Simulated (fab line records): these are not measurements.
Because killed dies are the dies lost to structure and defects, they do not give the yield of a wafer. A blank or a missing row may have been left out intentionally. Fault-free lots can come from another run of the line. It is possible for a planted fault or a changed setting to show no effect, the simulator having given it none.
The same fault as seen by 2 desks + flow nand-harc + what lay behind the numbers comes last; until then each desk has only its own

THE METROLOGY DESK
What the gauges read for every lot (on any tool): the sampled wafers with a number, averaged. Any lot whose mean is over 4 standard deviations away from the usual mean is out of limits and marked OUT; that distance is given in the brackets.
Columns: A = thk-nm at NHARC_A_ONON_D1_THK_MEAS_11, usual 1000 nm; B = thk-nm at NHARC_A_ONON_D1_THK_MEAS_21, usual 1001 nm
| lot  | first seen here | A    | B              |
|------|-----------------|------|----------------|
| L956 | day 7 18:36     | 1006 | 1011           |
| L957 | day 7 18:36     | 996  | 991            |
| L959 | day 8 07:08     | 1004 | 987            |
| L958 | day 8 14:27     | 1005 | 989            |
| L966 | day 10 02:24    | 991  | 1176 (+17) OUT |
| L972 | day 11 15:25    | 1006 | 997            |
| L971 | day 11 15:26    | 1011 | 1010           |
| L974 | day 12 00:34    | 994  | 1009           |
| L973 | day 12 00:35    | 1000 | 1011           |
| L976 | day 12 17:18    | 998  | 981            |
| L977 | day 12 17:18    | 983  | 1001           |
| L978 | day 13 01:15    | 988  | 1004           |
| L979 | day 13 09:22    | 1004 | 1008           |
This desk's verdict: out of limits on L966, starting with L966 at day 10 13:49 (thk-nm at NHARC_A_ONON_D1_THK_MEAS_21). L956, L957, L959, L958, L972, L971, L974, L973, L976, L977, L978, L979 stayed within limits.

THE DEFECT DESK
For each lot, the counts of the inspections along the route, averaged over the sampled wafers that have a number. Any lot whose mean is over 4 standard deviations away from the usual mean is out of limits and marked OUT; that distance is given in the brackets.
Columns: A = raw-defect-count at NHARC_P_BONDPAD_INSPECT_23, usual 319
| lot  | first seen here | A   |
|------|-----------------|-----|
| L957 | day 6 15:04     | 299 |
| L956 | day 6 15:43     | 296 |
| L959 | day 7 04:20     | 361 |
| L958 | day 7 12:52     | 293 |
| L966 | day 9 01:29     | 277 |
| L971 | day 10 14:16    | 352 |
| L972 | day 10 14:50    | 300 |
| L973 | day 10 20:59    | 360 |
| L974 | day 10 21:59    | 216 |
| L976 | day 11 12:29    | 454 |
| L977 | day 11 15:19    | 288 |
| L978 | day 11 23:25    | 248 |
| L979 | day 12 07:32    | 222 |
Finding of this desk: none of the 13 lots has anything out of limits.

ALL TOGETHER
At day 10 13:49 the metrology desk could have sounded an alarm, on L966.
The defect desk saw nothing out of limits.
The defect desk has L966 on record, within its limits.
On pecvd-onon-02, each named lot ran NHARC_A_ONON_D1_DEP_19.

WHAT THE SIMULATOR HAD PUT IN
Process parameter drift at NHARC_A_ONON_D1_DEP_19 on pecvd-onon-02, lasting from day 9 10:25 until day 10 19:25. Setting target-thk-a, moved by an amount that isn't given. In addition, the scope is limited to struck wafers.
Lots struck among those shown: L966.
Hours from the fault's start to each desk's first reading out of limits: the metrology desk, 27.
